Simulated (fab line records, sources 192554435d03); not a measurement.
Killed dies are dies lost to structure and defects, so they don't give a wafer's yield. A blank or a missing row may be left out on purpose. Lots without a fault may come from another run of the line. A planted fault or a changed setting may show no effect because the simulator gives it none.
Chamber matching | flow n5_finfet | N5_FIN_SAQP_ALD_61 on ald_sin-02: 4 sister chambers
The step deposits SiO2, target thk 4 nm, pulse time 1 s, purge time 2 s. 18 wafers are shown with their chamber, then 9 later ones without.

WAFERS WITH THEIR CHAMBER
wafer  | chamber | heater_power_w (W) | precursor_pulse_height_rel
L081.2 | 3       | 455                | 1.018
L081.3 | 0       | 382                | 0.983
L081.5 | 0       | 381                | 1.006
L082.4 | 1       | 425                | 1.022
L082.5 | 1       | 426                | 0.973
L082.6 | 0       | 380                | 0.993
L085.2 | 1       | 431                | 1.032
L085.3 | 2       | 415                | 0.990
L085.6 | 2       | 399                | 0.989
L086.2 | 3       | 463                | 1.001
L086.3 | 1       | 426                | 1.031
L086.4 | 2       | 389                | 0.971
L087.1 | 3       | 462                | 0.967
L087.2 | 1       | 429                | 1.016
L087.6 | 2       | 414                | 0.979
L090.2 | 2       | 411                | 1.012
L090.3 | 0       | 383                | 1.028
L090.4 | 3       | 461                | 0.994

SIGNATURES (means of the wafers above)
reading                    | chamber 0 | chamber 1 | chamber 2 | chamber 3 | scatter within a chamber
heater_power_w             | 381.50    | 427.40    | 405.60    | 460.25    | 6.42
precursor_pulse_height_rel | 1.00250   | 1.01480   | 0.98820   | 0.99500   | 0.0203
Rule: a wafer's distance from a chamber is the root of the sum, over the readings, of the square of ((its reading less the chamber's mean) divided by the reading's scatter). The wafer belongs to the nearest chamber; if the next one is less than 2 further off, it can't be placed. The scatter: the root of (the sum of the squares of (reading less its chamber's mean) over the shown wafers, divided by (wafers less chambers)).

WAFERS WITHOUT THEIR CHAMBER
wafer  | heater_power_w (W) | precursor_pulse_height_rel
L092.4 | 427                | 0.995
L092.5 | 425                | 0.969
L092.6 | 381                | 1.022
L095.1 | 414                | 0.984
L095.4 | 436                | 0.984
L095.5 | 400                | 0.947
L096.3 | 405                | 1.022
L096.5 | 408                | 1.003
L096.6 | 440                | 1.002

WHICH CHAMBER EACH WENT THROUGH
wafer  | from the rows above     | in truth
L092.4 | 1                       | 1
L092.5 | can't be placed: 1 or 2 | 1
L092.6 | 0                       | 0
L095.1 | can't be placed: 2 or 1 | 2
L095.4 | can't be placed: 1 or 3 | 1
L095.5 | can't be placed: 2 or 0 | 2
L096.3 | can't be placed: 2 or 1 | 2
L096.5 | 2                       | 2
L096.6 | can't be placed: 1 or 3 | 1
Placed correctly: 3 of 9. Can't be placed from these rows: 6 (the true chamber is among the candidates in 6). Placed wrongly: 0.
